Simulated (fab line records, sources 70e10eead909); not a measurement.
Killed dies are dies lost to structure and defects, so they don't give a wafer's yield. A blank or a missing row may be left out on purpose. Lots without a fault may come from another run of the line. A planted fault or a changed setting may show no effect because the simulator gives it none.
fab line records | flow nand_harc
record lots=12 wafers=36 last_day=24
route steps=1159 shown P_START@1 P_ZERO_WELL@56 P_STI@92 END@1159
lots that met no fault: from a run of the same line without faults
start_h: hours from the record's first day to the start of the lot's first wafer shown | wait_h: hours since the lot's step before | " the same as in the row above | L1.1+2: a row that stands for several wafers | - no value, or no start given | * or withheld: withheld | < > ~ a bound
route shown NAME@n: a module of which the file shows steps, and the number in the route of the first | usual: mean/standard deviation of fault-free wafers | same: alike in all rows | chamber/n: place in a boat | sites: the reading at each site | _std_site: their standard deviation | _edge_site: outer sites' mean less inner sites' | radius_mm: how far each site lies from the wafer's centre | mask NAME#n: copy n | behind: the tool/chamber that last shaped the wafer | hold: why the lot was held/for how many hours/how that ended | device: the transistor (n, p or np) that didn't switch | end of line: the same wafers' tests at the end of the route | a step without rows: its recipe alone | killed: dies lost to structure and defects at the first sort, not the wafer's yield | map: a wafer's dies, x killed, . not, _ none there
set.NAME: the setting as run; set.NAME@STEP: as run at that earlier step | model.NAME: the simulator's own value behind a step, which no gauge read
steps of the route over a sample of lots; a table a step, a row a wafer
services: from which hour (start_h, from the record's first day; less than 0 if before it) a tool's chamber was out of use, for how many hours, and why
## steps
# step NHARC_P_START_INSPECT_01
# usual raw_defect_count=3.4/1.9
# columns lot.wafer tool chamber start_h wait_h raw_defect_count
L492.1 defect_inspect-02 - 12.04 - 3
L492.3 " - " " 0
L492.5 " - " " 4
L494.2 defect_inspect-01 - 24.04 - 1
L494.3 " - " " 4
L494.4 " - " " 5
L495.1 defect_inspect-02 - 30.03 - 3
L495.5 " - " " 5
L495.6 " - " " 9
L497.1 defect_inspect-02 - 42.04 - 4
L497.2 " - " " 1
L497.3 " - " " 6
L499.1 defect_inspect-01 - 54.04 - 3
L499.3 " - " " 4
L499.4 " - " " 4
L501.3 defect_inspect-01 - 66.04 - 2
L501.4 " - " " 1
L501.6 " - " " 3
L502.1 defect_inspect-01 - 72.04 - 4
L502.5 " - " " 3
L502.6 " - " " 3
L509.1 defect_inspect-01 - 114.04 - 4
L509.5 " - " " 3
L509.6 " - " " 1
L511.1 defect_inspect-01 - 126.04 - 4
L511.2 " - " " 3
L511.3 " - " " 8
L512.1 defect_inspect-02 - 132.03 - 0
L512.2 " - " " 2
L512.6 " - " " 5
L514.2 defect_inspect-01 - 144.04 - 2
L514.5 " - " " 1
L514.6 " - " " 6
L515.3 defect_inspect-01 - 150.04 - 4
L515.4 " - " " 5
L515.6 " - " " 1
# step NHARC_P_ZERO_WELL_EXPOSE_49
# recipe na=0.6 target_cd_nm=2000 dose_mj=22.64 mask_id=P_HVPW
# usual exposure_dose_mJ_cm2=22.638/0.022
# columns lot.wafer tool chamber start_h wait_h mask exposure_dose_mJ_cm2
L492.1 krf_scanner-04 0 17.47 - P_HVPW#0 22.649
L492.3 " 0 " " P_HVPW#0 22.636
L492.5 " 0 " " P_HVPW#0 22.649
L494.2 krf_scanner-02 0 29.59 - P_HVPW#0 22.640
L494.3 " 0 " " P_HVPW#0 22.666
L494.4 " 0 " " P_HVPW#0 22.657
L495.1 krf_scanner-03 0 35.48 - P_HVPW#0 22.599
L495.5 " 0 " " P_HVPW#0 22.628
L495.6 " 0 " " P_HVPW#0 22.619
L497.1 krf_scanner-03 0 47.64 - P_HVPW#0 22.688
L497.2 " 0 " " P_HVPW#0 22.652
L497.3 " 0 " " P_HVPW#0 22.633
L499.1 krf_scanner-02 0 59.48 - P_HVPW#0 22.627
L499.3 " 0 " " P_HVPW#0 22.596
L499.4 " 0 " " P_HVPW#0 22.626
L501.3 krf_scanner-02 0 71.46 - P_HVPW#0 22.613
L501.4 " 0 " " P_HVPW#0 22.623
L501.6 " 0 " " P_HVPW#0 22.639
L502.1 krf_scanner-02 0 77.57 - P_HVPW_R1#0 22.640
L502.5 " 0 " " P_HVPW_R1#0 22.645
L502.6 " 0 " " P_HVPW_R1#0 22.624
L509.1 krf_scanner-02 0 119.73 - P_HVPW#0 22.675
L509.5 " 0 " " P_HVPW#0 22.636
L509.6 " 0 " " P_HVPW#0 22.659
L511.1 krf_scanner-04 0 131.91 - P_HVPW#0 22.609
L511.2 " 0 " " P_HVPW#0 22.605
L511.3 " 0 " " P_HVPW#0 22.623
L512.1 krf_scanner-04 0 137.86 - P_HVPW#0 22.658
L512.2 " 0 " " P_HVPW#0 22.661
L512.6 " 0 " " P_HVPW#0 22.676
L514.2 krf_scanner-02 0 149.73 - P_HVPW#0 22.693
L514.5 " 0 " " P_HVPW#0 22.657
L514.6 " 0 " " P_HVPW#0 22.644
L515.3 krf_scanner-04 0 155.75 - P_HVPW#0 22.609
L515.4 " 0 " " P_HVPW#0 22.633
L515.6 " 0 " " P_HVPW#0 22.594
# step NHARC_P_ZERO_WELL_CD_MEAS_52
# recipe target_cd_nm=2000 landing_energy_ev=500
# usual cd_nm=1999.8/1.6
# columns lot.wafer tool chamber start_h wait_h cd_nm
L492.1 cd_sem-01 0 17.62 - 1998.4
L492.3 " 0 " " 2001.7
L492.5 " 0 " " 2000.4
L494.2 cd_sem-02 0 29.74 - 1999.9
L494.3 " 0 " " 1998.9
L494.4 " 0 " " 1998.4
L495.1 cd_sem-01 0 35.64 - 1998.2
L495.5 " 0 " " 1996.9
L495.6 " 0 " " 1998.5
L497.1 cd_sem-03 0 47.80 - 1999.2
L497.2 " 0 " " 1999.7
L497.3 " 0 " " 2000.7
L499.1 cd_sem-01 0 59.64 - 2000.5
L499.3 " 0 " " 2000.0
L499.4 " 0 " " 1998.1
L501.3 cd_sem-03 0 71.61 - 1996.8
L501.4 " 0 " " 1997.2
L501.6 " 0 " " 1998.7
L502.1 cd_sem-01 0 77.72 - 1881.6
L502.5 " 0 " " 1880.9
L502.6 " 0 " " 1883.8
L509.1 cd_sem-02 0 119.88 - 1999.9
L509.5 " 0 " " 1999.8
L509.6 " 0 " " 1999.2
L511.1 cd_sem-01 0 132.06 - 2002.1
L511.2 " 0 " " 1999.8
L511.3 " 0 " " 2001.9
L512.1 cd_sem-02 0 138.01 - 1999.8
L512.2 " 0 " " 2001.4
L512.6 " 0 " " 1999.0
L514.2 cd_sem-01 0 149.89 - 2001.7
L514.5 " 0 " " 2002.2
L514.6 " 0 " " 2001.9
L515.3 cd_sem-02 0 155.90 - 2001.7
L515.4 " 0 " " 2000.9
L515.6 " 0 " " 2001.6
# step NHARC_P_ZERO_WELL_DESCUM_54
# recipe time_s=3 o2_flow_sccm=200 ar_flow_sccm=0 bias_power_w=0 chemistry=O2
# usual drypump_motor_current_A=5.8/0.34 oes_product_au=0.997/0.0073 rf_vpp_V=57.8/0.96 showerhead_plenum_p_Torr=1.94/0.089 throttle_valve_pct=11.311/0.0093
# columns lot.wafer tool chamber start_h wait_h drypump_motor_current_A oes_product_au rf_hours_counter_h rf_vpp_V showerhead_plenum_p_Torr throttle_valve_pct
L492.3 rie_diel-07 3 17.79 - 6.2 0.991 10 57.8 2.01 11.313
L492.1 " 1 " " 5.9 0.993 9 57.5 1.85 11.299
L492.5 " 3 " " 6.2 0.999 - 58.6 2.01 11.309
L494.4 rie_diel-11 0 29.90 - 6.2 1.003 0 58.2 1.80 11.299
L494.2 " 1 " " 5.6 1.009 0 57.0 1.96 11.318
L494.3 " 3 " " 5.7 1.022 0 56.8 1.98 11.297
L495.1 rie_diel-07 0 35.82 - 5.7 1.004 10 58.2 2.01 11.299
L495.6 " 2 " " 5.5 1.001 - 58.7 1.93 11.295
L495.5 " 3 " " 6.2 0.994 - 58.0 2.01 11.320
L497.2 rie_diel-07 0 47.97 - 5.7 0.996 12 60.3 2.01 11.323
L497.3 " 1 " " 6.0 1.001 12 56.1 1.84 11.309
L497.1 " 2 " " 5.5 0.993 11 58.2 1.93 11.298
L499.1 rie_diel-11 3 59.80 - 5.7 0.995 3 57.4 1.98 11.317
L499.3 " 0 " " 6.2 1.002 3 60.0 1.80 11.309
L499.4 " 1 " " 5.6 0.998 2 57.2 1.96 11.310
L501.3 rie_diel-07 2 71.79 - 5.5 1.000 1 57.4 1.93 11.312
L501.4 " 3 " " 6.2 0.992 1 57.7 2.01 11.314
L501.6 " 0 " " 5.8 0.984 - 58.4 2.01 11.309
L502.1 rie_diel-12 0 77.90 - 5.7 0.996 3 60.0 2.06 11.318
L502.5 " 3 " " 4.8 0.996 - 59.1 1.98 11.308
L502.6 " 0 " " 5.6 0.990 - 58.7 2.06 11.327
L509.1 rie_diel-07 0 120.09 - 5.8 0.990 4 57.6 2.01 11.312
L509.5 " 1 " " 5.9 0.993 - 58.1 1.84 11.316
L509.6 " 2 " " 5.5 0.992 - 55.9 1.93 11.309
L511.1 rie_diel-11 3 132.22 - 5.7 1.005 7 56.0 1.98 11.302
L511.2 " 0 " " 6.1 0.985 7 55.8 1.80 11.307
L511.3 " 1 " " 5.6 0.991 7 59.3 1.96 11.314
L512.1 rie_diel-07 2 138.19 - 5.5 0.992 5 56.7 1.93 11.298
L512.2 " 3 " " 6.2 1.000 5 56.1 2.01 11.304
L512.6 " 1 " " 6.0 0.985 - 58.1 1.84 11.320
L514.2 rie_diel-07 2 150.07 - 5.5 0.988 6 57.6 1.93 11.319
L514.6 " 0 " " 5.8 0.997 - 58.7 2.01 11.307
L514.5 " 1 " " 5.9 0.988 - 57.6 1.84 11.314
L515.3 rie_diel-12 1 156.09 - 5.4 1.011 8 58.2 1.97 11.301
L515.4 " 0 " " 5.7 1.001 - 58.0 2.06 11.328
L515.6 " 1 " " 5.4 1.003 - 57.6 1.97 11.320
# step NHARC_P_STI_OCD_MEAS_17
# usual trench_depth_nm=299.6/2.5 trench_foot_cd_nm=158.9/1.5
# columns lot.wafer tool chamber start_h wait_h trench_depth_nm trench_foot_cd_nm
L492.1 ocd-01 - 35.82 0.1 295.7 157.5
L492.3 " - " " 293.9 158.1
L492.5 " - " " 298.7 158.8
L494.2 ocd-02 - 45.03 0.1 297.2 158.8
L494.3 " - " " 299.1 160.6
L494.4 " - " " 300.0 157.2
L495.1 ocd-02 - 54.06 0.1 299.9 159.8
L495.5 " - " " 297.7 160.8
L495.6 " - " " 297.4 160.3
L497.1 ocd-02 - 65.72 0.1 297.1 162.7
L497.2 " - " " 301.7 161.2
L497.3 " - " " 301.6 162.3
L499.1 ocd-02 - 79.64 0.1 299.1 157.4
L499.3 " - " " 301.6 157.5
L499.4 " - " " 298.6 159.3
L501.3 ocd-02 - 87.58 0.1 298.2 160.1
L501.4 " - " " 296.2 159.7
L501.6 " - " " 294.8 160.2
L502.1 ocd-01 - 98.89 0.1 298.4 157.7
L502.5 " - " " 300.7 158.5
L502.6 " - " " 298.5 159.0
L509.1 ocd-02 - 138.04 0.1 304.1 159.8
L509.5 " - " " 298.8 161.2
L509.6 " - " " 303.9 160.5
L511.1 ocd-02 - 150.08 0.1 296.2 157.8
L511.2 " - " " 300.1 157.9
L511.3 " - " " 299.1 158.5
L512.1 ocd-01 - 155.90 0.1 304.4 155.0
L512.2 " - " " 304.4 156.1
L512.6 " - " " 303.0 159.1
L514.2 ocd-01 - 170.50 0.1 298.6 158.9
L514.5 " - " " 297.9 160.0
L514.6 " - " " 299.8 159.1
L515.3 ocd-02 - 170.65 0.1 303.5 157.5
L515.4 " - " " 297.3 159.0
L515.6 " - " " 296.8 160.0
# step NHARC_END_SORT_01
# recipe temp_c=25
# usual killed_at_array=27/9.8 killed_at_other=0.6/0.83 killed_at_periphery=3.5/2.4 killed_dies=31/9.6 killed_open=3.1/1.9 killed_short=2.0/1.5
# same gross_dies=677
# columns lot.wafer tool chamber start_h wait_h killed_at_array killed_at_other killed_at_periphery killed_dies killed_open killed_short
L494.2 prober-01 0 467.22 2.8 19 0 3 22 4 0
L494.3 prober-01 0 468.02 3.1 22 0 2 24 1 1
L494.4 prober-01 0 468.81 3.4 12 0 7 19 3 0
L495.1 prober-02 0 474.44 2.5 34 4 5 43 3 2
L495.5 prober-02 0 477.66 3.7 32 2 1 35 2 1
L495.6 prober-02 0 478.47 4.0 30 2 3 35 1 1
L492.1 prober-01 0 481.94 2.5 14 1 2 17 2 2
L492.3 prober-01 0 483.53 3.1 14 0 2 16 4 2
L492.5 prober-01 0 485.12 3.7 9 1 3 13 1 3
L497.1 prober-02 0 482.24 2.5 30 0 1 31 0 1
L497.2 prober-02 0 483.04 2.8 34 0 4 38 4 5
L497.3 prober-02 0 483.84 3.1 37 1 9 47 5 3
L499.1 prober-02 0 490.06 2.5 30 1 1 32 2 0
L499.3 prober-02 0 491.66 3.1 34 1 4 39 1 0
L499.4 prober-02 0 492.45 3.4 32 0 5 37 3 2
L501.3 prober-02 0 499.46 3.1 35 0 2 37 2 3
L501.4 prober-02 0 500.27 3.4 42 0 4 46 3 4
L501.6 prober-02 0 501.88 4.0 44 1 2 47 2 0
L502.1 prober-01 0 531.00 2.5 4 0 5 9 0 3
L502.5 prober-01 0 534.24 3.8 15 0 4 19 4 1
L502.6 prober-01 0 535.06 4.1 15 1 5 21 7 2
L509.1 prober-01 0 551.75 2.5 29 0 1 30 3 2
L509.5 prober-01 0 555.02 3.8 45 1 1 47 2 2
L509.6 prober-01 0 555.83 4.1 34 0 2 36 3 4
L511.1 prober-02 0 559.56 2.5 26 0 3 29 4 1
L511.2 prober-02 0 560.36 2.8 23 2 0 25 1 3
L511.3 prober-02 0 561.17 3.1 26 0 2 28 2 3
L512.1 prober-01 0 575.28 2.5 24 3 7 34 0 0
L512.2 prober-01 0 576.08 2.8 32 1 3 36 1 0
L512.6 prober-01 0 579.25 4.0 27 1 4 32 5 0
L515.3 prober-02 0 576.86 3.1 23 1 3 27 3 2
L515.4 prober-02 0 577.66 3.4 34 1 1 36 5 2
L515.6 prober-02 0 579.27 4.0 22 1 1 24 3 0
L514.2 prober-02 0 583.87 2.8 43 1 2 46 8 4
L514.5 prober-02 0 586.26 3.7 39 1 1 41 2 2
L514.6 prober-02 0 587.05 4.0 28 1 4 33 4 2
# killed by level:class
L494.2 A_CHANNEL_HOLE_D1:chamber_film_flake=13 P_ZERO_WELL:chamber_film_flake=3 A_BLC:geometric_particle:open=2 A_WL_FILL:geometric_particle:open=1 A_CONTACT:geometric_particle:open=1 A_STAIRCASE:chamber_film_flake=1 A_CONTACT:chamber_film_flake=1
L494.3 A_CHANNEL_HOLE_D1:chamber_film_flake=13 A_STAIRCASE:chamber_film_flake=2 A_SLIT:chamber_film_flake=2 A_CONTACT:chamber_film_flake=2 A_ONON_D1:geometric_particle:open=1 A_WL_FILL:geometric_particle:short=1 P_ZERO_WELL:chamber_film_flake=1 P_GATE:chamber_film_flake=1
L494.4 A_CHANNEL_HOLE_D1:chamber_film_flake=5 A_STAIRCASE:chamber_film_flake=4 P_ZERO_WELL:chamber_film_flake=3 P_STI:geometric_particle:open=1 P_GATE:geometric_particle:open=1 A_ONON_D1:geometric_particle:open=1 P_STI:chamber_film_flake=1 P_GATE:chamber_film_flake=1
L495.1 A_CHANNEL_HOLE_D1:chamber_film_flake=18 A_SLIT:chamber_film_flake=8 THIN_TSV:chamber_film_flake=4 A_CONTACT:geometric_particle:open=2 P_GATE:chamber_film_flake=2 A_STAIRCASE:chamber_film_flake=2 A_CONTACT:chamber_film_flake=2 P_CONTACT:geometric_particle:short=1
L495.5 A_SLIT:chamber_film_flake=10 A_CHANNEL_HOLE_D1:chamber_film_flake=8 A_CONTACT:chamber_film_flake=5 A_STAIRCASE:chamber_film_flake=4 A_CONTACT:geometric_particle:open=2 A_WL_FILL:chamber_film_flake=2 THIN_TSV:chamber_film_flake=2 A_CHANNEL_FILL_D1:geometric_particle:short=1
L495.6 A_CHANNEL_HOLE_D1:chamber_film_flake=13 A_SLIT:chamber_film_flake=8 A_STAIRCASE:chamber_film_flake=3 A_CONTACT:chamber_film_flake=3 P_GATE:chamber_film_flake=2 THIN_TSV:chamber_film_flake=2 A_CHANNEL_FILL_D1:geometric_particle:short=1 A_CONTACT:geometric_particle:open=1
L492.1 A_STAIRCASE:chamber_film_flake=6 A_CHANNEL_HOLE_D1:chamber_film_flake=2 A_SLIT:chamber_film_flake=2 A_CHANNEL_FILL_D1:geometric_particle:open=1 A_CONTACT:geometric_particle:short=1 A_BONDPAD:geometric_particle:open=1 STARTING-WAFER:geometric_particle:short=1 P_STI:chamber_film_flake=1
L497.1 A_CHANNEL_HOLE_D1:chamber_film_flake=12 A_SLIT:chamber_film_flake=8 A_STAIRCASE:chamber_film_flake=6 A_SGD_CUT:geometric_particle:short=1 P_ZERO_WELL:chamber_film_flake=1 A_CHANNEL_FILL_D1:chamber_film_flake=1 A_WL_FILL:chamber_film_flake=1 A_CONTACT:chamber_film_flake=1
L497.2 A_CHANNEL_HOLE_D1:chamber_film_flake=14 A_STAIRCASE:chamber_film_flake=8 A_SLIT:chamber_film_flake=4 P_CONTACT:geometric_particle:open=2 A_CONTACT:geometric_particle:short=2 P_M0:geometric_particle:short=1 A_ONON_D1:geometric_particle:short=1 A_SGD_CUT:geometric_particle:short=1
L492.3 A_SLIT:chamber_film_flake=3 A_WL_FILL:geometric_particle:short=2 A_CHANNEL_HOLE_D1:chamber_film_flake=2 A_STAIRCASE:chamber_film_flake=2 A_BONDPAD:chamber_film_flake=2 P_CONTACT:geometric_particle:open=1 P_M0:geometric_particle:open=1 A_CHANNEL_FILL_D1:geometric_particle:open=1
L497.3 A_CHANNEL_HOLE_D1:chamber_film_flake=16 A_SLIT:chamber_film_flake=7 A_STAIRCASE:chamber_film_flake=7 P_GATE:chamber_film_flake=3 P_ZERO_WELL:chamber_film_flake=2 A_WL_FILL:chamber_film_flake=2 P_CONTACT:geometric_particle:open=1 P_M0:geometric_particle:open=1
L492.5 A_WL_FILL:geometric_particle:short=2 P_STI:chamber_film_flake=2 A_CHANNEL_HOLE_D1:chamber_film_flake=2 A_SLIT:chamber_film_flake=2 P_GATE:geometric_particle:open=1 A_ONON_D1:geometric_particle:short=1 A_STAIRCASE:chamber_film_flake=1 A_CONTACT:chamber_film_flake=1
L499.1 A_CHANNEL_HOLE_D1:chamber_film_flake=14 A_STAIRCASE:chamber_film_flake=5 A_CONTACT:chamber_film_flake=4 A_BLC:chamber_film_flake=4 P_M1:geometric_particle:open=1 A_CONTACT:geometric_particle:open=1 A_ZERO_WELL:chamber_film_flake=1 A_CHANNEL_FILL_D1:chamber_film_flake=1
L499.3 A_CHANNEL_HOLE_D1:chamber_film_flake=21 A_STAIRCASE:chamber_film_flake=6 A_CHANNEL_FILL_D1:chamber_film_flake=4 P_M0:chamber_film_flake=3 A_CHANNEL_FILL_D1:geometric_particle:open=1 P_ZERO_WELL:chamber_film_flake=1 A_CONTACT:chamber_film_flake=1 A_BLC:chamber_film_flake=1
L499.4 A_CHANNEL_HOLE_D1:chamber_film_flake=17 A_STAIRCASE:chamber_film_flake=4 P_M0:chamber_film_flake=3 A_CONTACT:chamber_film_flake=3 A_CHANNEL_FILL_D1:geometric_particle:short=2 A_ZERO_WELL:chamber_film_flake=2 A_CHANNEL_FILL_D1:chamber_film_flake=2 P_GATE:geometric_particle:open=1
L501.3 A_CHANNEL_HOLE_D1:chamber_film_flake=20 A_SLIT:chamber_film_flake=6 A_STAIRCASE:chamber_film_flake=2 A_CONTACT:chamber_film_flake=2 P_CONTACT:geometric_particle:open=1 P_CONTACT:geometric_particle:short=1 A_CHANNEL_HOLE_D1:geometric_particle:short=1 A_CHANNEL_FILL_D1:geometric_particle:open=1
L501.4 A_CHANNEL_HOLE_D1:chamber_film_flake=15 A_SLIT:chamber_film_flake=10 A_STAIRCASE:chamber_film_flake=9 P_M0:geometric_particle:short=3 A_CONTACT:chamber_film_flake=3 A_ZERO_WELL:chamber_film_flake=2 P_GATE:geometric_particle:open=1 A_CHANNEL_FILL_D1:geometric_particle:open=1
L501.6 A_CHANNEL_HOLE_D1:chamber_film_flake=14 A_STAIRCASE:chamber_film_flake=11 A_SLIT:chamber_film_flake=11 A_CONTACT:chamber_film_flake=6 P_GATE:geometric_particle:open=1 P_CONTACT:geometric_particle:open=1 A_WL_FILL:chamber_film_flake=1 A_BLC:chamber_film_flake=1
L502.1 P_ZERO_WELL:chamber_film_flake=3 P_M1:geometric_particle:short=1 A_ONON_D1:geometric_particle:short=1 A_M0:geometric_particle:short=1 P_M1:chamber_film_flake=1 A_CHANNEL_HOLE_D1:chamber_film_flake=1 A_CONTACT:chamber_film_flake=1
L502.5 A_CHANNEL_HOLE_D1:chamber_film_flake=9 P_M0:geometric_particle:open=2 A_CONTACT:chamber_film_flake=2 P_M2:geometric_particle:open=1 A_WL_FILL:geometric_particle:short=1 A_M1:geometric_particle:open=1 P_ZERO_WELL:chamber_film_flake=1 A_ZERO_WELL:chamber_film_flake=1
L502.6 A_CHANNEL_HOLE_D1:chamber_film_flake=6 A_M0:geometric_particle:open=2 P_CONTACT:geometric_particle:short=1 A_ONON_D1:geometric_particle:open=1 A_CHANNEL_FILL_D1:geometric_particle:open=1 A_WL_FILL:geometric_particle:short=1 A_WL_FILL:geometric_particle:open=1 A_CONTACT:geometric_particle:open=1
L509.1 A_CHANNEL_HOLE_D1:chamber_film_flake=12 A_SLIT:chamber_film_flake=7 A_CONTACT:chamber_film_flake=5 A_CHANNEL_FILL_D1:geometric_particle:open=2 A_WL_FILL:geometric_particle:short=1 A_M0:geometric_particle:open=1 A_M0:geometric_particle:short=1 P_ZERO_WELL:chamber_film_flake=1
L509.5 A_CHANNEL_HOLE_D1:chamber_film_flake=22 A_SLIT:chamber_film_flake=16 A_CONTACT:chamber_film_flake=2 P_CONTACT:geometric_particle:open=1 A_CHANNEL_FILL_D1:geometric_particle:short=1 A_CHANNEL_FILL_D1:geometric_particle:open=1 A_WL_FILL:geometric_particle:short=1 A_CHANNEL_FILL_D1:chamber_film_flake=1
L509.6 A_CHANNEL_HOLE_D1:chamber_film_flake=11 A_SLIT:chamber_film_flake=9 A_CONTACT:chamber_film_flake=5 A_CHANNEL_FILL_D1:geometric_particle:open=3 A_WL_FILL:geometric_particle:short=2 A_ONON_D1:geometric_particle:short=1 A_SGD_CUT:geometric_particle:short=1 P_STI:chamber_film_flake=1
L511.1 A_SLIT:chamber_film_flake=11 A_CHANNEL_HOLE_D1:chamber_film_flake=6 P_M1:chamber_film_flake=3 A_CONTACT:chamber_film_flake=3 A_CHANNEL_FILL_D1:geometric_particle:open=1 A_CHANNEL_FILL_D1:geometric_particle:short=1 A_CONTACT:geometric_particle:open=1 A_M0:geometric_particle:open=1
L511.2 A_CHANNEL_HOLE_D1:chamber_film_flake=10 A_SLIT:chamber_film_flake=6 A_CONTACT:chamber_film_flake=4 A_SOURCE_PLATE:geometric_particle:short=1 A_CHANNEL_HOLE_D1:geometric_particle:short=1 A_WL_FILL:geometric_particle:short=1 STARTING-WAFER:geometric_particle:open=1 THIN_TSV:chamber_film_flake=1
L511.3 A_SLIT:chamber_film_flake=14 A_CHANNEL_HOLE_D1:chamber_film_flake=5 A_CONTACT:chamber_film_flake=2 A_SOURCE_PLATE:geometric_particle:short=1 A_WL_FILL:geometric_particle:short=1 A_CONTACT:geometric_particle:open=1 A_BLC:geometric_particle:open=1 A_BLC:geometric_particle:short=1
L512.1 A_CHANNEL_HOLE_D1:chamber_film_flake=17 A_CONTACT:chamber_film_flake=6 P_BONDPAD:chamber_film_flake=3 THIN_TSV:chamber_film_flake=3 P_STI:chamber_film_flake=2 P_M0:chamber_film_flake=2 A_WL_FILL:chamber_film_flake=1
L512.2 A_CHANNEL_HOLE_D1:chamber_film_flake=20 A_CONTACT:chamber_film_flake=7 A_BONDPAD:chamber_film_flake=3 A_M1:geometric_particle:open=1 P_M0:chamber_film_flake=1 P_M2:chamber_film_flake=1 P_BONDPAD:chamber_film_flake=1 A_STAIRCASE:chamber_film_flake=1
L515.3 A_CHANNEL_HOLE_D1:chamber_film_flake=17 A_CHANNEL_FILL_D1:geometric_particle:short=2 A_WL_FILL:chamber_film_flake=2 P_CONTACT:geometric_particle:open=1 P_M0:geometric_particle:open=1 A_CHANNEL_FILL_D1:geometric_particle:open=1 P_BONDPAD:chamber_film_flake=1 A_STAIRCASE:chamber_film_flake=1
L515.4 A_CHANNEL_HOLE_D1:chamber_film_flake=27 A_CONTACT:geometric_particle:open=4 A_WL_FILL:geometric_particle:open=1 A_WL_FILL:geometric_particle:short=1 P_M0:chamber_film_flake=1 STARTING-WAFER:geometric_particle:short=1 A_WL_FILL:chamber_film_flake=1
L512.6 A_CHANNEL_HOLE_D1:chamber_film_flake=21 A_BLC:geometric_particle:open=2 P_GATE:geometric_particle:open=1 A_CONTACT:geometric_particle:open=1 A_M0:geometric_particle:open=1 P_STI:chamber_film_flake=1 P_M0:chamber_film_flake=1 P_BONDPAD:chamber_film_flake=1
L515.6 A_CHANNEL_HOLE_D1:chamber_film_flake=16 A_WL_FILL:geometric_particle:open=2 A_STAIRCASE:chamber_film_flake=2 P_M0:geometric_particle:open=1 A_ZERO_WELL:chamber_film_flake=1 A_CHANNEL_FILL_D1:chamber_film_flake=1 THIN_TSV:chamber_film_flake=1
L514.2 A_SLIT:chamber_film_flake=17 A_CHANNEL_HOLE_D1:chamber_film_flake=6 A_CONTACT:geometric_particle:open=5 A_SGD_CUT:chamber_film_flake=4 A_WL_FILL:chamber_film_flake=3 A_WL_FILL:geometric_particle:short=2 A_CONTACT:chamber_film_flake=2 P_M2:geometric_particle:short=1
L514.5 A_SLIT:chamber_film_flake=27 A_SGD_CUT:chamber_film_flake=4 A_CHANNEL_HOLE_D1:chamber_film_flake=3 A_CHANNEL_FILL_D1:geometric_particle:open=1 A_STAIRCASE:geometric_particle:short=1 A_CONTACT:geometric_particle:open=1 A_M1:geometric_particle:short=1 P_GATE:chamber_film_flake=1
L514.6 A_SLIT:chamber_film_flake=10 A_SGD_CUT:chamber_film_flake=8 P_STI:chamber_film_flake=3 A_CHANNEL_HOLE_D1:chamber_film_flake=3 A_CONTACT:chamber_film_flake=3 P_M0:geometric_particle:open=1 A_ONON_D1:geometric_particle:short=1 A_CHANNEL_HOLE_D1:geometric_particle:open=1
## services
# columns tool chamber start_h hours kind
krf_scanner-03 - -4.00 4.0 pm
rie_diel-07 0 5.73 - clean
rie_diel-07 1 5.73 - clean
rie_diel-07 2 5.73 - clean
rie_diel-07 3 5.73 - clean
rie_diel-11 - 12.50 9.0 pm
rie_diel-12 - 25.40 9.0 pm
rie_diel-07 0 30.25 - clean
rie_diel-07 1 30.25 - clean
rie_diel-07 2 30.25 - clean
rie_diel-07 3 30.25 - clean
krf_scanner-02 - 38.00 4.0 pm
rie_diel-07 - 51.26 9.0 pm
rie_diel-07 0 51.26 9.0 vent_cycle
krf_scanner-04 - 58.96 0.9 repair
krf_scanner-03 - 89.40 0.2 repair
rie_diel-11 0 91.25 3.7 repair
krf_scanner-02 - 95.36 2.1 repair
rie_diel-12 2 96.04 3.3 repair
rie_diel-12 1 117.41 19.6 repair
rie_diel-12 3 124.57 32.5 repair
krf_scanner-04 - 126.00 4.0 pm
rie_diel-12 - 132.07 0.2 repair
krf_scanner-03 - 145.10 0.6 repair
## key
first_sign step=NHARC_P_ZERO_WELL_EXPOSE_49 reading=mask direction=changed
effect step=NHARC_P_ZERO_WELL_CD_MEAS_52 reading=cd_nm direction=down sigmas=74 usual=1999.8 struck=1882.1
met_at NHARC_P_ZERO_WELL_EXPOSE_49
struck_lots L502
tester_left_out L502
not_acting_at NHARC_P_START_INSPECT_01,NHARC_P_ZERO_WELL_DESCUM_54,NHARC_P_STI_OCD_MEAS_17
onset_between 71.46 77.57
fault kind=wrong_mask tool=any chamber=- onset_h=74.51 steps=NHARC_P_ZERO_WELL_EXPOSE_49 aux_copy=P_HVPW_R1#0 cd_offset_nm=-116.2 scope=struck_lots_only
# tester_left_out: of these lots the tester's yield and bins aren't shown, on N5 and GAA mostly nor the transistor test; their killed dies are dies lost to structure and defects alone, not to doping, threshold or leakage, so they don't give the yield
